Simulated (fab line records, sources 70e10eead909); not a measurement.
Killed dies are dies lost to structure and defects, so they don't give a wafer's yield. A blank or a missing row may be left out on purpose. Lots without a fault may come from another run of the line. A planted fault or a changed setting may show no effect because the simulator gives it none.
Which tool did it? | flow nand_harc | 13 lots, 39 wafers sampled, at 5 steps of a route of 1302

WHAT THE GAUGES READ, wafer by wafer
NHARC_HYBRID_BOND_OVL_MEAS_05.
lot  | measured     | on         | overlay_x_nm (nm) | overlay_y_nm (nm)
L577 | day 23 07:18 | overlay-01 | 8 17 33           | -1 -1 21
L578 | day 24 08:56 | overlay-01 | 7 36 -47          | -26 55 14
L580 | day 24 08:56 | overlay-02 | 18 -13 61         | -33 -1 -30
L579 | day 24 16:34 | overlay-01 | -4 -2 13          | -5 -15 -43
L584 | day 26 07:16 | overlay-02 | 1 40 4            | 6 -84 31
L583 | day 26 11:40 | overlay-01 | 34 0 22           | 20 -50 -29
L586 | day 26 20:19 | overlay-01 | 12 49 -68         | -24 -22 32
L585 | day 26 20:19 | overlay-02 | 3 -1 25           | 58 -11 9
L587 | day 27 12:52 | overlay-01 | 47                | -18
L589 | day 28 20:37 | overlay-01 | 7 53              | -67 13
L596 | day 32 09:21 | overlay-02 | -91 33 -30        | -22 -23 -4
L597 | day 32 09:20 | overlay-02 | -15 -5 9          | 8 7 36
L598 | day 32 14:01 | overlay-02 | -51 -17 -4        | 79 14 1

NHARC_END_SORT_01.
lot  | measured     | on        | killed_at_array | killed_at_other | killed_at_periphery | killed_dies | killed_open | killed_short
L587 | day 28 08:09 | prober-01 | 667 668 52      | 4 7 3           | 5 2 4               | 676 677 59  | 3 2 3       | 2 3 1
L589 | day 29 14:55 | prober-01 | 27 667 24       | 0 1 2           | 7 8 5               | 34 676 31   | 5 3 8       | 3 4 3

WHICH TOOL RAN EACH LOT (tool, then ch and the chambers of the sampled wafers, then the start)
lot  | NHARC_A_CONTACT_DEP_29          | NHARC_A_BONDPAD_ANNEAL_28        | NHARC_THIN_TSV_STRIP_45
L577 | pecvd-01 ch 0,1,2, day 20 23:38 | rtp_anneal-02 ch 0, day 22 18:43 | plasma_asher-01 ch 0,1, day 23 11:03
L578 | pecvd-04 ch 0,2, day 21 22:40   | rtp_anneal-02 ch 0, day 23 22:49 | plasma_asher-01 ch 0,1, day 24 13:58
L580 | pecvd-01 ch 0,1,2, day 22 08:12 | rtp_anneal-01 ch 0, day 24 00:04 | plasma_asher-02 ch 0,1, day 24 12:53
L579 | pecvd-02 ch 0,1, day 22 11:25   | rtp_anneal-02 ch 0, day 24 06:17 | plasma_asher-02 ch 0,1, day 24 20:25
L584 | pecvd-04 ch 1,2, day 23 22:15   | rtp_anneal-01 ch 0, day 25 20:02 | plasma_asher-01 ch 0,1, day 26 11:08
L583 | pecvd-01 ch 0,2, day 24 00:59   | rtp_anneal-02 ch 0, day 26 00:53 | plasma_asher-02 ch 0,1, day 26 15:31
L586 | pecvd-04 ch 0,2, day 24 10:52   | rtp_anneal-02 ch 0, day 26 07:51 | plasma_asher-01 ch 0,1, day 27 00:14
L585 | pecvd-01 ch 0,1,2, day 24 12:47 | rtp_anneal-02 ch 0, day 26 11:11 | plasma_asher-02 ch 0,1, day 27 01:22
L587 | pecvd-04 ch 0,1,2, day 25 09:37 | rtp_anneal-01 ch 0, day 27 02:42 | plasma_asher-01 ch 0, day 27 16:50
L589 | pecvd-04 ch 0,1,2, day 26 13:06 | rtp_anneal-01 ch 0, day 28 10:07 | plasma_asher-01 ch 1, day 29 00:28
L596 | pecvd-01 ch 0,1,2, day 29 22:53 | rtp_anneal-01 ch 0, day 31 19:56 | plasma_asher-01 ch 1, day 32 14:23
L597 | pecvd-01 ch 0,2, day 30 02:42   | rtp_anneal-02 ch 0, day 31 20:31 | plasma_asher-02 ch 0,1, day 32 13:15
L598 | pecvd-04 ch 0,2, day 30 10:14   | rtp_anneal-01 ch 0, day 32 03:56 | plasma_asher-02 ch 0,1, day 32 17:50
- NHARC_A_CONTACT_DEP_29: deposits SiON, target thk 100 nm.
- NHARC_A_BONDPAD_ANNEAL_28: time 90 s.
- NHARC_THIN_TSV_STRIP_45: strips in O2.

WHAT THE TOOLS THEMSELVES READ (means of the sampled wafers that have a number; where no wafer has one, the mark that the record gives instead)
NHARC_A_CONTACT_DEP_29.
lot  | tool     | chamber_pressure_Torr (Torr) | heater_power_w (W)
L577 | pecvd-01 | 3.501                        | 710
L578 | pecvd-04 | 3.499                        | 799
L580 | pecvd-01 | 3.503                        | 705
L579 | pecvd-02 | 3.497                        | 732
L584 | pecvd-04 | 3.497                        | 634
L583 | pecvd-01 | 3.498                        | 776
L586 | pecvd-04 | 3.503                        | 771
L585 | pecvd-01 | 3.500                        | 711
L587 | pecvd-04 | 3.505                        | 728
L589 | pecvd-04 | 3.504                        | 695
L596 | pecvd-01 | 3.491                        | 729
L597 | pecvd-01 | 3.496                        | 784
L598 | pecvd-04 | 3.504                        | 753

NHARC_A_BONDPAD_ANNEAL_28.
lot  | tool          | anneal_temp_c_max | wafer_temp_C_max
L577 | rtp_anneal-02 | 226.00            | 226.5
L578 | rtp_anneal-02 | 226.22            | 226.5
L580 | rtp_anneal-01 | 225.53            | 225.7
L579 | rtp_anneal-02 | 225.57            | 226.5
L584 | rtp_anneal-01 | 225.54            | 225.6
L583 | rtp_anneal-02 | 226.20            | 226.6
L586 | rtp_anneal-02 | 225.94            | 226.6
L585 | rtp_anneal-02 | 225.97            | 226.6
L587 | rtp_anneal-01 | 225.69            | 225.4
L589 | rtp_anneal-01 | 225.42            | 225.6
L596 | rtp_anneal-01 | 225.63            | 225.4
L597 | rtp_anneal-02 | 225.88            | 226.8
L598 | rtp_anneal-01 | 225.69            | 225.6

NHARC_THIN_TSV_STRIP_45.
lot  | tool            | drypump_motor_current_A (A) | heater_power_w (W) | temp_c (C)
L577 | plasma_asher-01 | 6.2                         | 342                | 250.01
L578 | plasma_asher-01 | 6.2                         | 346                | 250.19
L580 | plasma_asher-02 | 5.0                         | 276                | 249.95
L579 | plasma_asher-02 | 5.3                         | 277                | 249.98
L584 | plasma_asher-01 | 6.2                         | 346                | 249.89
L583 | plasma_asher-02 | 5.3                         | 276                | 249.78
L586 | plasma_asher-01 | 6.3                         | 344                | 249.82
L585 | plasma_asher-02 | 5.3                         | 277                | 250.03
L587 | plasma_asher-01 | 6.3                         | 354                | 249.96
L589 | plasma_asher-01 | 6.1                         | 343                | 249.88
L596 | plasma_asher-01 | 6.2                         | 337                | 249.96
L597 | plasma_asher-02 | 5.3                         | 274                | 249.91
L598 | plasma_asher-02 | 5.3                         | 274                | 250.09

THE ANSWER, worked out from the rows above alone
Rule: what is usual is taken from the lots themselves. Put in order of their means at a reading, lots are off if they are a third of the lots or fewer, leave a main group of 4 or more, and stand apart from it by a gap of 3 or more times the standard deviation of the main group's means; of several such gaps the widest counts. A main group whose means are all the same, to the digits that the tables above print for the reading, isn't used. A lot without any number at a reading at which 4 lots or more have one is off too. The other lots that the step has rows for count as sound. The gauges are gone through in route order, then the tools' own readings, and for those a lot's mean is taken as printed above. The first step at which some lot is off is used, and at that step the reading that is off furthest; a lot without a number counts as furthest.
No lot is off at any reading shown: from this, nothing can be told.

WHAT THE SIMULATOR HAD PUT IN
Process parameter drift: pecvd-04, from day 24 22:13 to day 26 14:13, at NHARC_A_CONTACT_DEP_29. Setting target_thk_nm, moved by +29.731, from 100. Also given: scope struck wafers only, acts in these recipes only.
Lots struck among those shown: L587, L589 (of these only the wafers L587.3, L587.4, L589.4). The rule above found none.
